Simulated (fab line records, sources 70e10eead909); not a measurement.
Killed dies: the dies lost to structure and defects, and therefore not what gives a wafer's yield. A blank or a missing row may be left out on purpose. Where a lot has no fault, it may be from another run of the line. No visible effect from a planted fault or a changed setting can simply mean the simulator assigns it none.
fab line records + flow nandHarc
[record]
- lots = 15
- wafers = 45
- lastDay = 25
route steps=1159 shown A_BLC@987 A_M0@1011
lots with no fault: from the same line, run without faults
startH: hours from the record's first day to the start of the lot's first wafer shown + waitH: hours elapsed since this lot's preceding step + " unchanged from the row above + L1.1+2: a row that stands for several wafers + - no value present, or no start provided + * or withheld: withheld + < > ~ a bound
route shown NAME@n: a module of which the file shows steps, and the number in the route of the first + usual: mean/standard deviation of fault-free wafers + same: alike in all rows + chamber/n: place in a boat + sites: per-site readings + _std_site: the values' standard deviation + _edge_site: the outer-site mean with the inner-site mean subtracted + radiusMm: for every site, how far away it sits from the centre of the wafer + mask NAME#n: copy n + behind: the last tool/chamber to shape the wafer + hold: reason for holding the lot/hours on hold/outcome of the hold + device: which transistor (n, p or np) failed to switch + end of line: tests run on the same wafers once the route is complete + where a step has no rows: the recipe by itself + killed: at the first sort, the dies lost to defects and structure; wafer yield is something else + map: a wafer's dies, marking killed ones x, the rest . and places with no die _
set.NAME: the setting as run; set.NAME@STEP: as run at that earlier step + model.NAME: the simulator's own value behind a step, which no gauge read
the route's steps for a sample of lots (tables are steps, rows are wafers)
services: a tool's chamber out of use, with start hour (startH, from the record's first day; less than 0 if before it), hours out, and reason
[[steps]]
[step NHARC_A_BLC_PVD_32]
[recipe]
- targetThkA = 50
- chamberPressurePa = 5
- powerW = 5000
- substrateTempC = 200
- timeS = 17.7
- material = Ti
[usual]
- throttleValvePct = 30.2/0.7
| lot.wafer | tool          | chamber | startH | waitH | throttleValvePct |
|-----------|---------------|---------|--------|-------|------------------|
| L568.1    | pvdSputter-03 | -       | -      | -     | 29.7             |
| L568.5    | "             | -       | "      | "     | 30.7             |
| L568.6    | "             | -       | "      | "     | 29.8             |
| L566.2    | pvdSputter-02 | -       | -      | -     | 29.8             |
| L566.5    | "             | -       | "      | "     | 30.4             |
| L566.6    | "             | -       | "      | "     | 30.5             |
| L565.1    | pvdSputter-02 | -       | -      | -     | 30.3             |
| L565.3    | "             | -       | "      | "     | 29.7             |
| L565.4    | "             | -       | "      | "     | 30.9             |
| L569.4    | pvdSputter-02 | -       | -      | -     | 30.7             |
| L569.1    | "             | -       | "      | "     | 30.4             |
| L569.5    | "             | -       | "      | "     | 30.8             |
| L572.2    | pvdSputter-03 | -       | -      | -     | 30.1             |
| L572.4    | "             | -       | "      | "     | 28.7             |
| L572.1    | "             | -       | "      | "     | 29.4             |
| L571.4    | pvdSputter-02 | -       | -      | -     | 30.8             |
| L571.6    | "             | -       | "      | "     | 30.5             |
| L571.5    | "             | -       | "      | "     | 29.7             |
| L574.4    | pvdSputter-02 | -       | -      | -     | 30.8             |
| L574.1    | "             | -       | "      | "     | 29.7             |
| L574.5    | "             | -       | "      | "     | 31.1             |
| L578.4    | pvdSputter-02 | -       | -      | -     | 30.3             |
| L578.2    | "             | -       | "      | "     | 29.8             |
| L578.5    | "             | -       | "      | "     | 30.6             |
| L580.1    | pvdSputter-01 | -       | -      | -     | 30.0             |
| L580.4    | "             | -       | "      | "     | 30.6             |
| L580.6    | "             | -       | "      | "     | 29.8             |
| L581.1    | pvdSputter-02 | -       | -      | -     | 30.5             |
| L581.3    | "             | -       | "      | "     | 30.8             |
| L581.6    | "             | -       | "      | "     | 30.3             |
| L582.4    | pvdSputter-03 | -       | -      | -     | 29.8             |
| L582.6    | "             | -       | "      | "     | 29.8             |
| L582.5    | "             | -       | "      | "     | 28.5             |
| L584.3    | pvdSputter-02 | -       | -      | -     | 30.4             |
| L584.1    | "             | -       | "      | "     | 30.5             |
| L584.5    | "             | -       | "      | "     | 30.8             |
| L586.2    | pvdSputter-03 | -       | -      | -     | 29.6             |
| L586.1    | "             | -       | "      | "     | 30.8             |
| L586.6    | "             | -       | "      | "     | 29.5             |
| L587.4    | pvdSputter-02 | -       | -      | -     | 30.5             |
| L587.6    | "             | -       | "      | "     | 30.5             |
| L587.5    | "             | -       | "      | "     | 29.6             |
| L588.2    | pvdSputter-03 | -       | -      | -     | 30.9             |
| L588.6    | "             | -       | "      | "     | 29.8             |
| L588.5    | "             | -       | "      | "     | 28.8             |
[step NHARC_A_BLC_INSPECT_28]
[usual]
- rawDefectCount = 438/130
| lot.wafer | tool             | chamber | startH | waitH | rawDefectCount |
|-----------|------------------|---------|--------|-------|----------------|
| L568.1    | defectInspect-01 | -       | 407.87 | 0.1   | 497            |
| L568.5    | "                | -       | "      | "     | 739            |
| L568.6    | "                | -       | "      | "     | 499            |
| L566.2    | defectInspect-02 | -       | 408.80 | 0.1   | 544            |
| L566.5    | "                | -       | "      | "     | 408            |
| L566.6    | "                | -       | "      | "     | 601            |
| L565.1    | defectInspect-02 | -       | 411.78 | 0.1   | 551            |
| L565.3    | "                | -       | "      | "     | 466            |
| L565.4    | "                | -       | "      | "     | 391            |
| L569.1    | defectInspect-02 | -       | 415.41 | 0.1   | 311            |
| L569.4    | "                | -       | "      | "     | 448            |
| L569.5    | "                | -       | "      | "     | 367            |
| L572.1    | defectInspect-02 | -       | 429.79 | 0.1   | 368            |
| L572.2    | "                | -       | "      | "     | 493            |
| L572.4    | "                | -       | "      | "     | 557            |
| L571.4    | defectInspect-01 | -       | 430.57 | 0.1   | 611            |
| L571.5    | "                | -       | "      | "     | 448            |
| L571.6    | "                | -       | "      | "     | 468            |
| L574.1    | defectInspect-01 | -       | 455.45 | 0.1   | 373            |
| L574.4    | "                | -       | "      | "     | 352            |
| L574.5    | "                | -       | "      | "     | 356            |
| L578.2    | defectInspect-02 | -       | 476.15 | 0.1   | 306            |
| L578.4    | "                | -       | "      | "     | 338            |
| L578.5    | "                | -       | "      | "     | 564            |
| L580.1    | defectInspect-02 | -       | 498.24 | 0.1   | 400            |
| L580.4    | "                | -       | "      | "     | 407            |
| L580.6    | "                | -       | "      | "     | 375            |
| L581.1    | defectInspect-02 | -       | 498.98 | 0.1   | 382            |
| L581.3    | "                | -       | "      | "     | 365            |
| L581.6    | "                | -       | "      | "     | 477            |
| L582.4    | defectInspect-02 | -       | 500.93 | 0.1   | 415            |
| L582.5    | "                | -       | "      | "     | 490            |
| L582.6    | "                | -       | "      | "     | 398            |
| L584.1    | defectInspect-01 | -       | 509.57 | 0.1   | 305            |
| L584.3    | "                | -       | "      | "     | 343            |
| L584.5    | "                | -       | "      | "     | 329            |
| L586.1    | defectInspect-01 | -       | 523.45 | 0.1   | 265            |
| L586.2    | "                | -       | "      | "     | 404            |
| L586.6    | "                | -       | "      | "     | 369            |
| L587.4    | defectInspect-01 | -       | 527.19 | 0.1   | 497            |
| L587.5    | "                | -       | "      | "     | 727            |
| L587.6    | "                | -       | "      | "     | 523            |
| L588.2    | defectInspect-01 | -       | 535.56 | 0.1   | 315            |
| L588.5    | "                | -       | "      | "     | 330            |
| L588.6    | "                | -       | "      | "     | 408            |
[step NHARC_A_M0_STRIP_18]
[recipe]
- powerW = 1000
- n2FlowSccm = 150
- h2FlowSccm = 150
- arFlowSccm = 0
- biasW = 0
- chemistry = N2/H2
[usual]
- drypumpMotorCurrentA = 5.8/0.49
- oesProductAu = 0.999/0.01
- rfVppV = 90.9/0.91
- showerheadPlenumPTorr = 2.08/0.064
- throttleValvePct = 14.169/0.0092
| lot.wafer | tool       | chamber | startH | waitH | drypumpMotorCurrentA | oesProductAu | rfHoursCounterH | rfVppV | showerheadPlenumPTorr | throttleValvePct |
|-----------|------------|---------|--------|-------|----------------------|--------------|-----------------|--------|-----------------------|------------------|
| L568.1    | rieDiel-11 | 1       | 409.29 | 0.1   | 6.1                  | 0.990        | 1               | 91.6   | 2.06                  | 14.168           |
| L568.6    | "          | 0       | "      | "     | 6.0                  | 0.989        | -               | 91.5   | 2.10                  | 14.163           |
| L568.5    | "          | 3       | "      | "     | 5.8                  | 0.998        | -               | 90.5   | 2.10                  | 14.162           |
| L566.2    | rieDiel-11 | 1       | 410.41 | 0.1   | 6.1                  | 0.989        | 1               | 90.6   | 2.06                  | 14.167           |
| L566.5    | "          | 3       | "      | "     | 5.9                  | 0.999        | -               | 91.1   | 2.10                  | 14.161           |
| L566.6    | "          | 1       | "      | "     | 6.1                  | 0.985        | -               | 90.5   | 2.06                  | 14.181           |
| L565.1    | rieDiel-01 | 1       | 413.12 | 0.1   | 6.1                  | 1.021        | 7               | 89.3   | 2.17                  | 14.149           |
| L565.4    | "          | 2       | "      | "     | 6.0                  | 1.008        | 5               | 92.1   | 2.12                  | 14.163           |
| L565.3    | "          | 3       | "      | "     | 5.6                  | 1.007        | 7               | 91.4   | 2.07                  | 14.186           |
| L569.1    | rieDiel-13 | 2       | 416.93 | 0.1   | 6.5                  | 1.015        | 11              | 89.4   | 1.96                  | 14.178           |
| L569.5    | "          | 0       | "      | "     | 5.2                  | 1.008        | -               | 91.6   | 2.08                  | 14.163           |
| L569.4    | "          | 2       | "      | "     | 6.5                  | 1.007        | -               | 89.9   | 1.96                  | 14.176           |
| L572.2    | rieDiel-13 | 0       | 431.25 | 0.1   | 5.3                  | 1.006        | 12              | 89.1   | 2.08                  | 14.167           |
| L572.1    | "          | 3       | "      | "     | 4.8                  | 0.992        | 8               | 92.6   | 2.13                  | 14.160           |
| L572.4    | "          | 3       | "      | "     | 4.8                  | 1.007        | -               | 91.2   | 2.13                  | 14.162           |
| L571.4    | rieDiel-11 | 3       | 432.05 | 0.1   | 5.8                  | 0.997        | 3               | 90.2   | 2.10                  | 14.172           |
| L571.6    | "          | 3       | "      | "     | 5.8                  | 0.992        | -               | 89.8   | 2.10                  | 14.168           |
| L571.5    | "          | 0       | "      | "     | 6.0                  | 0.991        | -               | 90.9   | 2.10                  | 14.179           |
| L574.1    | rieDiel-01 | 2       | 456.93 | 0.1   | 5.9                  | 1.000        | 9               | 91.9   | 2.12                  | 14.179           |
| L574.4    | "          | 0       | "      | "     | 6.1                  | 1.010        | 11              | 90.4   | 1.92                  | 14.159           |
| L574.5    | "          | 3       | "      | "     | 5.6                  | 0.991        | -               | 91.2   | 2.07                  | 14.175           |
| L578.2    | rieDiel-13 | 2       | 478.55 | 0.1   | 6.5                  | 1.006        | 0               | 89.6   | 1.96                  | 14.160           |
| L578.4    | "          | 0       | "      | "     | 5.2                  | 0.994        | -               | 89.9   | 2.07                  | 14.169           |
| L578.5    | "          | 2       | "      | "     | 6.5                  | 1.010        | -               | 90.1   | 1.96                  | 14.165           |
| L580.1    | rieDiel-11 | 3       | 499.69 | 0.1   | 5.9                  | 0.999        | 7               | 90.0   | 2.10                  | 14.163           |
| L580.6    | "          | 2       | "      | "     | 6.6                  | 0.999        | -               | 90.3   | 2.03                  | 14.173           |
| L580.4    | "          | 3       | "      | "     | 5.8                  | 0.998        | -               | 90.3   | 2.10                  | 14.174           |
| L581.3    | rieDiel-13 | 3       | 500.49 | 0.1   | 4.8                  | 0.996        | 3               | 92.0   | 2.13                  | 14.182           |
| L581.1    | "          | 2       | "      | "     | 6.5                  | 1.006        | 1               | 90.2   | 1.96                  | 14.181           |
| L581.6    | "          | 0       | "      | "     | 5.2                  | 0.993        | -               | 89.6   | 2.07                  | 14.163           |
| L582.4    | rieDiel-11 | 1       | 502.47 | 0.1   | 6.1                  | 1.002        | 5               | 90.5   | 2.06                  | 14.175           |
| L582.6    | "          | 1       | "      | "     | 6.1                  | 1.000        | -               | 90.7   | 2.06                  | 14.171           |
| L582.5    | "          | 2       | "      | "     | 6.6                  | 1.006        | -               | 90.1   | 2.03                  | 14.163           |
| L584.1    | rieDiel-13 | 3       | 511.34 | 0.1   | 4.8                  | 1.004        | 4               | 91.3   | 2.13                  | 14.176           |
| L584.3    | "          | 1       | "      | "     | 5.4                  | 1.000        | 3               | 92.4   | 2.10                  | 14.171           |
| L584.5    | "          | 3       | "      | "     | 4.8                  | 1.005        | -               | 91.3   | 2.13                  | 14.183           |
| L586.2    | rieDiel-11 | 0       | 524.81 | 0.1   | 6.0                  | 0.999        | 8               | 89.4   | 2.10                  | 14.172           |
| L586.1    | "          | 1       | "      | "     | 6.1                  | 0.993        | 7               | 89.4   | 2.06                  | 14.172           |
| L586.6    | "          | 0       | "      | "     | 6.0                  | 0.991        | -               | 91.4   | 2.10                  | 14.174           |
| L587.4    | rieDiel-01 | 3       | 528.68 | 0.1   | 5.6                  | 0.998        | 2               | 90.4   | 2.07                  | 14.178           |
| L587.6    | "          | 2       | "      | "     | 5.9                  | 0.985        | -               | 92.1   | 2.12                  | 14.179           |
| L587.5    | "          | 3       | "      | "     | 5.6                  | 0.991        | -               | 91.3   | 2.07                  | 14.178           |
| L588.2    | rieDiel-13 | 1       | 537.10 | 0.1   | 5.4                  | 0.995        | 5               | 91.1   | 2.10                  | 14.175           |
| L588.6    | "          | 3       | "      | "     | 4.8                  | 0.979        | -               | 90.5   | 2.13                  | 14.157           |
| L588.5    | "          | 0       | "      | "     | 5.3                  | 0.976        | -               | 91.6   | 2.07                  | 14.181           |
[step NHARC_A_M0_DEP_32]
[recipe]
- targetThkA = 300
- tempC = 370
- targetThkNm = 30
- pressureTorr = 3
- flowSccm = 200
- rfW = 450
- material = SiCN
[usual]
- chamberPressureTorr = 3.000/0.007
- heaterPowerOuterW = 343/55
- heaterPowerW = 600/80
| lot.wafer | tool     | chamber | startH | waitH | chamberPressureTorr | heaterPowerOuterW | heaterPowerW |
|-----------|----------|---------|--------|-------|---------------------|-------------------|--------------|
| L568.1    | pecvd-01 | 2       | 411.80 | 0.1   | 3.000               | 348               | 578          |
| L568.6    | "        | 2       | "      | "     | 3.013               | 356               | 578          |
| L568.5    | "        | 0       | "      | "     | 3.002               | 354               | 576          |
| L566.2    | pecvd-02 | 1       | 412.72 | 0.1   | 2.995               | 448               | 741          |
| L566.6    | "        | 0       | "      | "     | 2.991               | 341               | 559          |
| L566.5    | "        | 1       | "      | "     | 2.992               | 458               | 711          |
| L565.1    | pecvd-01 | 2       | 415.43 | 0.1   | 3.002               | 380               | 626          |
| L565.3    | "        | 0       | "      | "     | 2.994               | 356               | 578          |
| L565.4    | "        | 0       | "      | "     | 2.995               | 368               | 590          |
| L569.1    | pecvd-04 | 2       | 419.46 | 0.1   | 3.000               | 450               | 770          |
| L569.5    | "        | 0       | "      | "     | 2.997               | 235               | 469          |
| L569.4    | "        | 1       | "      | "     | 3.003               | 345               | 566          |
| L572.1    | pecvd-01 | 2       | 433.56 | 0.1   | -                   | -                 | -            |
| L572.2    | "        | 0       | "      | "     | -                   | -                 | -            |
| L572.4    | "        | 1       | "      | "     | -                   | -                 | -            |
| L571.4    | pecvd-04 | 0       | 434.46 | 0.2   | -                   | -                 | -            |
| L571.5    | "        | 0       | "      | "     | -                   | -                 | -            |
| L571.6    | "        | 2       | "      | "     | -                   | -                 | -            |
| L574.1    | pecvd-04 | 2       | 459.29 | 0.1   | -                   | -                 | -            |
| L574.4    | "        | 0       | "      | "     | -                   | -                 | -            |
| L574.5    | "        | 2       | "      | "     | -                   | -                 | -            |
| L578.2    | pecvd-01 | 2       | 481.21 | 0.1   | 3.006               | 298               | 512          |
| L578.4    | "        | 1       | "      | "     | 2.993               | 356               | 654          |
| L578.5    | "        | 2       | "      | "     | 3.005               | 305               | 515          |
| L580.1    | pecvd-01 | 2       | 502.02 | 0.1   | 3.000               | 299               | 499          |
| L580.4    | "        | 1       | "      | "     | 3.003               | 347               | 624          |
| L580.6    | "        | 0       | "      | "     | 2.995               | 368               | 595          |
| L581.3    | pecvd-01 | 0       | 502.80 | 0.1   | 2.993               | 441               | 670          |
| L581.1    | "        | 1       | "      | "     | 3.002               | 333               | 603          |
| L581.6    | "        | 0       | "      | "     | 2.992               | 446               | 710          |
| L582.4    | pecvd-04 | 0       | 505.53 | 0.2   | 2.995               | 293               | 540          |
| L582.6    | "        | 1       | "      | "     | 3.001               | 313               | 532          |
| L582.5    | "        | 2       | "      | "     | 2.999               | 401               | 732          |
| L584.3    | pecvd-04 | 2       | 513.79 | 0.1   | 3.001               | 403               | 734          |
| L584.1    | "        | 0       | "      | "     | 3.006               | 279               | 539          |
| L584.5    | "        | 2       | "      | "     | 3.000               | 400               | 742          |
| L586.2    | pecvd-01 | 1       | 527.10 | 0.1   | 3.000               | 297               | 584          |
| L586.1    | "        | 2       | "      | "     | 2.999               | 339               | 533          |
| L586.6    | "        | 1       | "      | "     | 2.999               | 301               | 560          |
| L587.6    | pecvd-04 | 0       | 531.45 | 0.2   | 3.006               | 272               | 506          |
| L587.5    | "        | 1       | "      | "     | 2.993               | 367               | 578          |
| L587.4    | "        | 2       | "      | "     | 2.995               | 328               | 645          |
| L588.2    | pecvd-02 | 2       | 539.65 | 0.1   | 2.983               | 308               | 579          |
| L588.5    | "        | 0       | "      | "     | 3.013               | 284               | 485          |
| L588.6    | "        | 2       | "      | "     | 2.999               | 296               | 576          |
[[services]]
| tool          | chamber | startH | hours | kind   |
|---------------|---------|--------|-------|--------|
| rieDiel-13    | 3       | 386.13 | 44.7  | repair |
| pvdSputter-02 | -       | 392.00 | 10.0  | pm     |
| rieDiel-13    | 0       | 392.15 | 6.9   | repair |
| rieDiel-01    | 2       | 395.12 | 9.2   | repair |
| rieDiel-11    | 2       | 408.79 | 3.9   | repair |
| rieDiel-01    | 2       | 416.40 | 4.7   | repair |
| rieDiel-01    | -       | 416.71 | 0.8   | repair |
| pecvd-01      | -       | 418.33 | 13.0  | pm     |
| rieDiel-01    | -       | 420.57 | 4.6   | repair |
| rieDiel-13    | 2       | 430.34 | 10.0  | repair |
| pecvd-04      | 1       | 432.72 | 5.4   | repair |
| rieDiel-13    | -       | 453.00 | 9.0   | pm     |
| pvdSputter-03 | -       | 458.09 | 10.0  | pm     |
| rieDiel-13    | 1       | 465.92 | 23.7  | repair |
| pecvd-01      | 2       | 466.83 | 5.4   | repair |
| rieDiel-13    | 0       | 467.41 | 1.6   | repair |
| rieDiel-13    | 2       | 481.73 | 11.1  | repair |
| rieDiel-11    | 0       | 484.65 | 2.8   | repair |
| rieDiel-01    | -       | 490.44 | 0.9   | repair |
| rieDiel-01    | -       | 491.81 | 9.0   | pm     |
| pecvd-02      | -       | 493.03 | 0.6   | repair |
| rieDiel-11    | 1       | 495.22 | 5.8   | repair |
| rieDiel-11    | -       | 505.03 | 1.0   | repair |
| rieDiel-01    | 2       | 520.80 | 3.5   | repair |
[[key]]
[firstSign]
- step = NHARC_A_M0_DEP_32
- reading = toolRecord
- direction = missing
effect none on later readings
metAt NHARC_A_M0_DEP_32
struckLots L571,L572,L574
sortLeftOut L571.4,L571.5,L571.6,L572.1,L572.2,L572.4,L574.1,L574.4,L574.5
notActingAt NHARC_A_BLC_PVD_32,NHARC_A_BLC_INSPECT_28,NHARC_A_M0_STRIP_18
onsetBetween 419.46 433.56
[fault]
- kind = skippedStepWhole
- tool = pecvd-01,pecvd-04
- chamber = -
- onsetH = 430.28
- steps = NHARC_A_M0_DEP_32
- scope = struckLotsOnly
// sortLeftOut: the simulated sort isn't trusted on such a fault, so these wafers' sort isn't shown, and their yield isn't known
